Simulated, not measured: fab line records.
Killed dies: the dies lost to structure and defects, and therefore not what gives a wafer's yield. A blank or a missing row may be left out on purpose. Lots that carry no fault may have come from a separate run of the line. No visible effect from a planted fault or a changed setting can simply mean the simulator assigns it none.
Chamber matching || flow nandHarc || NHARC_P_GATE_ALD_36 on aldSin-03: 4 sister chambers
The step deposits SiNx, target thk 20 nm, pulse time 60 s, ald cycles 223. 8 wafers are shown with their chamber, then 8 later ones without.

WAFERS, EACH WITH ITS CHAMBER
{"wafer": "L081.2", "chamber": 2, "heaterPowerW (W)": 945, "precursorPulseHeightRel": 0.984}
{"wafer": "L081.3", "chamber": 0, "heaterPowerW (W)": 946, "precursorPulseHeightRel": 1.019}
{"wafer": "L084.6", "chamber": 0, "heaterPowerW (W)": 897, "precursorPulseHeightRel": 0.958}
{"wafer": "L084.5", "chamber": 1, "heaterPowerW (W)": 688, "precursorPulseHeightRel": 0.979}
{"wafer": "L086.3", "chamber": 1, "heaterPowerW (W)": 699, "precursorPulseHeightRel": 1.040}
{"wafer": "L086.4", "chamber": 2, "heaterPowerW (W)": 945, "precursorPulseHeightRel": 1.010}
{"wafer": "L086.5", "chamber": 3, "heaterPowerW (W)": 954, "precursorPulseHeightRel": 0.985}
{"wafer": "L090.4", "chamber": 3, "heaterPowerW (W)": 958, "precursorPulseHeightRel": 0.976}

WAFERS WHOSE CHAMBER IS MISSING
{"wafer": "L090.2", "heaterPowerW (W)": 692, "precursorPulseHeightRel": 0.994}
{"wafer": "L090.1", "heaterPowerW (W)": 949, "precursorPulseHeightRel": 0.971}
{"wafer": "L093.1", "heaterPowerW (W)": 916, "precursorPulseHeightRel": 1.007}
{"wafer": "L093.4", "heaterPowerW (W)": 944, "precursorPulseHeightRel": 1.014}
{"wafer": "L093.2", "heaterPowerW (W)": 956, "precursorPulseHeightRel": 1.009}
{"wafer": "L096.2", "heaterPowerW (W)": 980, "precursorPulseHeightRel": 0.988}
{"wafer": "L096.3", "heaterPowerW (W)": 941, "precursorPulseHeightRel": 0.988}
{"wafer": "L096.6", "heaterPowerW (W)": 885, "precursorPulseHeightRel": 0.978}

EACH ONE'S CHAMBER
{"wafer": "L090.2", "from the rows above": 1, "in truth": 1}
{"wafer": "L090.1", "from the rows above": "can't be placed: 3 or 2 or 0", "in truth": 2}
{"wafer": "L093.1", "from the rows above": "can't be placed: 0 or 2 or 3", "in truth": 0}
{"wafer": "L093.4", "from the rows above": "can't be placed: 2 or 3 or 0", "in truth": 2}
{"wafer": "L093.2", "from the rows above": "can't be placed: 2 or 3 or 0", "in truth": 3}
{"wafer": "L096.2", "from the rows above": "can't be placed: 3 or 2 or 0", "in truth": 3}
{"wafer": "L096.3", "from the rows above": "can't be placed: 2 or 3 or 0", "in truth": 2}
{"wafer": "L096.6", "from the rows above": "can't be placed: 0 or 2 or 3", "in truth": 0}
1 of 8 placed correctly. Unplaceable from these rows: 7, with the true chamber sitting among the candidates in 7. 0 placed wrongly.
How it was worked out, from the rows above alone: a wafer's distance from a chamber is the root of the sum, over the readings, of the square of ((its reading less the chamber's mean) divided by the reading's scatter). The wafer belongs to the nearest chamber; if the next one is less than 2 further off, it can't be placed. For every chamber, the mean is computed from those of its wafers that are shown. How the scatter is found: for the shown wafers, subtract from each reading the mean of its chamber, square and add these, divide the total by (wafers less chambers), then take the root.
